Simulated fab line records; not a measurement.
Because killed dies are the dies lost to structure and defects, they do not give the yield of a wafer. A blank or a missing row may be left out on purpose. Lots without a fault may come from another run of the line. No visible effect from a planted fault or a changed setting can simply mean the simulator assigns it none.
A single fault, viewed from 2 desks || flow n5Finfet || each desk holds nothing but its own numbers, with what lay behind them at the end

== AT THE TOOL OWNER'S DESK: pecvd-04 ==
The tool's own readings at N5_BEOL_M8_ILD_DEP_00 (deposits SiCOH lowk from DEMS/porogen, target thk 179.75 nm, time 33.4 s): means of the sampled wafers that have a number, for each lot that ran on this tool. Marked OUT: a lot whose mean sits more than 4 standard deviations from the usual mean, which makes it out of limits; the brackets give that distance.
Columns: A = heaterPowerW at N5_BEOL_M8_ILD_DEP_00, usual 266 W; B = rfFwdPowerW at N5_BEOL_M8_ILD_DEP_00, usual 495.6 W; C = showerheadPlenumPTorr at N5_BEOL_M8_ILD_DEP_00, usual 5.734 Torr; D = susceptorTempC at N5_BEOL_M8_ILD_DEP_00, usual 299.99 C; E = throttleValvePct at N5_BEOL_M8_ILD_DEP_00, usual 13.6 %
{"lot": "L309", "first seen here": "day 10 14:53", "A": 311, "B": 494.2, "C": 5.726, "D": 300.11, "E": 13.8}
{"lot": "L310", "first seen here": "day 11 17:20", "A": 276, "B": 495.0, "C": 5.734, "D": 300.01, "E": 13.6}
{"lot": "L315", "first seen here": "day 12 11:27", "A": 275, "B": 495.6, "C": 5.741, "D": 300.13, "E": 13.7}
{"lot": "L317", "first seen here": "day 12 18:55", "A": 282, "B": 495.1, "C": 5.733, "D": 300.20, "E": 13.7}
{"lot": "L316", "first seen here": "day 12 19:53", "A": 308, "B": 495.1, "C": 5.738, "D": 299.85, "E": 13.4}
This desk's finding: nothing out of limits on any of the 5 lots.

== METROLOGY DESK ==
Means of the sampled wafers that have a number, per lot and without regard to the tool the lot ran on: this is what the gauges read. Marked OUT: a lot whose mean sits more than 4 standard deviations from the usual mean, which makes it out of limits; the brackets give that distance.
Columns: A = cdNm at N5_BEOL_M7_CD_MEAS_35, usual 40.0 nm; B = M8_ILD_THK at N5_BEOL_M8_THK_MEAS_01, usual 155.1 nm
{"lot": "L303", "first seen here": "day 8 10:08", "A": 40.1, "B": 155.6}
{"lot": "L306", "first seen here": "day 9 05:14", "A": 39.2, "B": 155.2}
{"lot": "L309", "first seen here": "day 10 11:28", "A": 40.6, "B": 154.0}
{"lot": "L310", "first seen here": "day 11 14:56", "A": 39.5, "B": 156.8}
{"lot": "L313", "first seen here": "day 11 19:06", "A": 39.9, "B": 154.4}
{"lot": "L315", "first seen here": "day 12 09:10", "A": 39.8, "B": 153.9}
{"lot": "L317", "first seen here": "day 12 16:17", "A": 39.9, "B": "171.9 (+9.9) OUT"}
{"lot": "L316", "first seen here": "day 12 16:40", "A": 40.4, "B": "189.3 (+20) OUT"}
{"lot": "L319", "first seen here": "day 13 06:18", "A": 40.5, "B": 154.0}
{"lot": "L326", "first seen here": "day 14 22:29", "A": 39.7, "B": 154.4}
This desk's result: L316, L317 out of limits, first on L317 (M8_ILD_THK at N5_BEOL_M8_THK_MEAS_01), day 12 19:29. In limits: L303, L306, L309, L310, L313, L315, L319, L326.

== PUT TOGETHER ==
L316, L317 would have let the metrology desk raise an alarm at day 12 19:29.
The tool owner's desk saw nothing out of limits.
The tool owner's desk has L316, L317 on record, within its limits.
All the named lots went through N5_BEOL_M8_ILD_DEP_00 on pecvd-04.

== WHAT THE SIMULATOR HAD PUT IN ==
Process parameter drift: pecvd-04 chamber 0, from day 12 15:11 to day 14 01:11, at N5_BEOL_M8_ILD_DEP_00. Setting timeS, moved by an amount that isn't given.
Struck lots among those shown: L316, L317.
Time in hours between the start of the fault and the first out-of-limits reading at each desk: metrology desk, 4.
